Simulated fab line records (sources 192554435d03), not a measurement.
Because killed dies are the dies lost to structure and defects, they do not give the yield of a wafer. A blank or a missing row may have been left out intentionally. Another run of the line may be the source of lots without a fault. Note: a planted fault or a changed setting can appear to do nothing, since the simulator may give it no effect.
A struck lot beside a sound one :: flow n5-finfet :: 40 steps out of a route of 1938
Sound: these wafers, L935.3, L935.5, L935.6. Wafers L938.2, L938.5 were the ones struck. The cause is named last.
At each step with rows: each side's tool, then ch and its chambers, then its first start. Under that, the readings that differ: sound wafers :: struck wafers :: difference of the means :: sigmas: that difference in standard deviations of wafers without a fault.
alike: same words and numbers on both sides, and readings whose means sit less than 2 such deviations apart. not compared: any withheld reading, any reading some wafer has no value for, any bound like >300 that may hide the same value, and any number with overlapping values for which the record gives no deviation.
The two part at a step that has a row with sigmas, a row that says differs or no value, or rows on one side only. Non-overlapping numbers with no deviation appear without sigmas and do not part them. Lack of a reading on every wafer of one side parts them only where that side has two or more wafers.

first, 12 steps without rows for these wafers: N5_HKMG_FIN_ETCH_54 (etches SiARC in CF4, target depth 45.5 nm, time 75.8 s); N5_HKMG_FIN_ETCH_55 (etches SOC in N2/H2, target depth 240 nm, time 300 s); N5_HKMG_FIN_STRIP_56 (strips in N2/H2); N5_HKMG_FIN_STRIP_57 (strips in CF4); N5_HKMG_FIN_ETCH_58 (etches SOC in N2/H2, target depth 215.8 nm, time 741 s); N5_HKMG_FIN_STRIP_93 (strips SOC in N2/H2, time 20 s); N5_HKMG_FIN_WET_ETCH_76 (etches Al2O3 in dNH4OH, stops on La2O3, target depth 2.25 nm, rinse time 30 s); N5_HKMG_FIN_STRIP_60 (strips in N2/H2, time 360 s); N5_HKMG_FIN_WET_ETCH_77 (etches La2O3 in dHCl, stops on HfO2, target depth 2 nm); N5_HKMG_FIN_WET_ETCH_78 (etches Al2O3 in dNH4OH, stops on La2O3, target depth 4.5 nm, rinse time 30 s); N5_HKMG_FIN_ALD_79 (deposits TiN, target thk 1.5 nm, pulse time 1 s, purge time 3 s); N5_HKMG_FIN_CVD_62 (deposits a-Si from Si2H6, target thk 3 nm, time 20.8 s).
N5_HKMG_FIN_RTA_80: time 2 s.
  sound on rtp-anneal-01 ch 0, day 5 09:36; struck on rtp-anneal-01 ch 0, day 6 01:26
then, 25 steps without rows for these wafers: N5_HKMG_FIN_PRECLEAN_64 (cleans in dHF, time 30 s); N5_HKMG_FIN_WET_ETCH_65 (etches a-Si in TMAH, stops on TiN, time 49 s, target depth 3 nm); N5_HKMG_FIN_WET_ETCH_81 (etches TiN in SC1, stops on HfO2, time 57 s, target depth 6 nm); N5_HKMG_FIN_WET_ETCH_82 (etches La2O3 in dHCl, stops on HfO2, target depth 2 nm, rinse time 30 s); N5_HKMG_FIN_ALD_36 (deposits TiN, target thk 1 nm, pulse time 1 s, purge time 3 s); N5_HKMG_FIN_PWFM_ALD_03 (deposits TiN, target thk 2 nm, pulse time 1 s, purge time 3 s); N5_HKMG_FIN_COAT_29 (time 60 s, resist thk 300 nm); N5_HKMG_FIN_COAT_30 (time 60 s, resist thk 35 nm); N5_HKMG_FIN_COAT_06 (resist thk 90 nm); N5_HKMG_FIN_EBR_08; N5_HKMG_FIN_SOFTBAKE_07 (time 60 s); N5_HKMG_FIN_EXPOSE_09 (exposes mask NWFM); N5_HKMG_FIN_PEB_10 (peb time 60 s); N5_HKMG_FIN_DEVELOP_11 (develop time 30 s); N5_HKMG_FIN_DESCUM_17 (chemistry O2, time 7.9 s); N5_HKMG_FIN_ETCH_31 (etches SiARC in CF4, target depth 45.5 nm, time 75.8 s); N5_HKMG_FIN_ETCH_32 (etches SOC in N2/H2, target depth 240 nm, time 300 s); N5_HKMG_FIN_STRIP_33 (strips in N2/H2); N5_HKMG_FIN_STRIP_34 (strips in CF4); N5_HKMG_FIN_ETCH_35 (etches SOC in N2/H2, target depth 215.8 nm, time 243.4 s); N5_HKMG_FIN_STRIP_92 (strips SOC in N2/H2, time 20 s); N5_HKMG_FIN_WET_ETCH_18 (etches TiN in SC1, time 55 s, target depth 5.2 nm, rinse time 30 s); N5_HKMG_FIN_STRIP_19 (strips in N2/H2, time 360 s); N5_HKMG_FIN_ALD_91 (deposits TiN, target thk 1 nm, pulse time 1 s, purge time 3 s); N5_HKMG_FIN_COAT_85 (time 60 s, resist thk 300 nm).
-- a jump in the record: the struck wafers' starts before and after are 5 days apart (it breaks off in module HKMG_FIN and resumes in module BEOL_M4, where the first step shown is number 1111 of the route) --
N5_BEOL_M4_RC_MEAS_101:
  sound on prober-01 ch 0, day 10 08:11; struck on prober-01 ch 0, day 11 02:07
reading: IOFF_P (nA/um)
sound: 0.227 0.194 0.258
struck: 0.408 0.307
difference: +0.131
sigmas: +6

reading: IOFF_P_85C (nA/um)
sound: 3.9 3.4 4.3
struck: 6.5 5.1
difference: +1.9
sigmas: +6

reading: IOFF_P_LIN (nA/um)
sound: 0.106 0.097 0.116
struck: 0.181 0.149
difference: +0.059
sigmas: +7

reading: IOFF_P_LONG (nA/um)
sound: 0.000114 0.000113 0.000118
struck: 0.000158 0.000159
difference: +0.000044
sigmas: +6

reading: ION_P (uA/um)
sound: 463 464 476
struck: 486 478
difference: +14
sigmas: +3

reading: VT_N_LVT (mV)
sound: 94 98 94
struck: 107 109
difference: +13
sigmas: +4

reading: VT_P (mV)
sound: -249.8 -250.3 -247.5
struck: -235.7 -237.5
difference: +12.6
sigmas: +5

reading: VT_P_LONG (mV)
sound: -272.1 -271.7 -272.0
struck: -262.5 -264.1
difference: +8.6
sigmas: +3
  alike: DIBL_N, DIBL_P, IOFF_N, ION_N, SS_N, SS_P, VT_N
-- a jump in the record: the struck wafers' starts before and after are 5 days apart (it breaks off in module BEOL_M4 and resumes in module PASSIVATION, where the first step shown is number 1936 of the route) --
N5_PASSIVATION_PROBE_49:
  sound: prober-02 at day 15 02:17; struck: prober-01 at day 15 21:41
  alike: defect-limited-yield, killed_at_M0_to_M3, killed_at_M4_up, killed-at-contacts, killed-at-front-end, killed-at-other, killed-dies, killed-open, killed-short, sort_bin_5_function, sort_bin_6_memory, sort-n-pass, sort-yield-pct
  not compared: sort_bin_4_leakage

== WHERE THEY PART ==
Only at N5_BEOL_M4_RC_MEAS_101, within this record. Later steps at which nothing parts them and some readings are alike: N5_PASSIVATION_PROBE_49.

WHY: whatever the simulator had introduced
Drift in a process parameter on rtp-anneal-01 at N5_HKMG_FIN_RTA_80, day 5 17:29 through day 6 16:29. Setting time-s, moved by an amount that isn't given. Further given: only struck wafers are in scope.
